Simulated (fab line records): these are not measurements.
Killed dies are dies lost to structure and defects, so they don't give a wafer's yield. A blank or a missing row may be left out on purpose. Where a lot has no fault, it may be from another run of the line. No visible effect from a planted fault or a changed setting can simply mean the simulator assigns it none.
Chamber matching -- flow n5_finfet -- rie_diel-06 running N5_HKMG_FIN_ETCH_67: 4 sister chambers
The step etches SOC in N2/H2, stops on TiN, target depth 388.9 nm. 7 wafers are shown with their chamber, then 7 later ones without.

EACH WAFER AND ITS CHAMBER
wafer,chamber,drypump_motor_current_A (A),showerhead_plenum_p_Torr (Torr)
L076.2,2,5.9,2.45
L076.6,2,5.9,2.45
L077.1,1,5.7,2.67
L087.5,0,6.8,2.46
L087.6,3,4.9,2.58
L090.1,0,6.9,2.46
L090.3,3,4.9,2.57

WAFERS WHOSE CHAMBER IS MISSING
wafer,drypump_motor_current_A (A),showerhead_plenum_p_Torr (Torr)
L090.6,5.9,2.43
L092.1,5.7,2.65
L092.4,4.9,2.57
L092.6,5.7,2.65
L094.2,6.9,2.45
L094.3,5.7,2.65
L094.4,4.9,2.57

CHAMBER TAKEN BY EACH
wafer,from the rows above,in truth
L090.6,2,2
L092.1,1,1
L092.4,3,3
L092.6,1,1
L094.2,0,0
L094.3,1,1
L094.4,3,3
Correct placement for 7 of the 7. Number that these rows cannot place: 0. 0 placed wrongly.
How it was worked out, from the rows above alone: a wafer's distance from a chamber is the root of the sum, over the readings, of the square of ((its reading less the chamber's mean) divided by the reading's scatter). If the next closest chamber is less than 2 further off than the closest, the wafer can't be placed; otherwise it belongs to the closest. For every chamber, the mean is computed from those of its wafers that are shown. How the scatter is found: for the shown wafers, subtract from each reading the mean of its chamber, square and add these, divide the total by (wafers less chambers), then take the root.
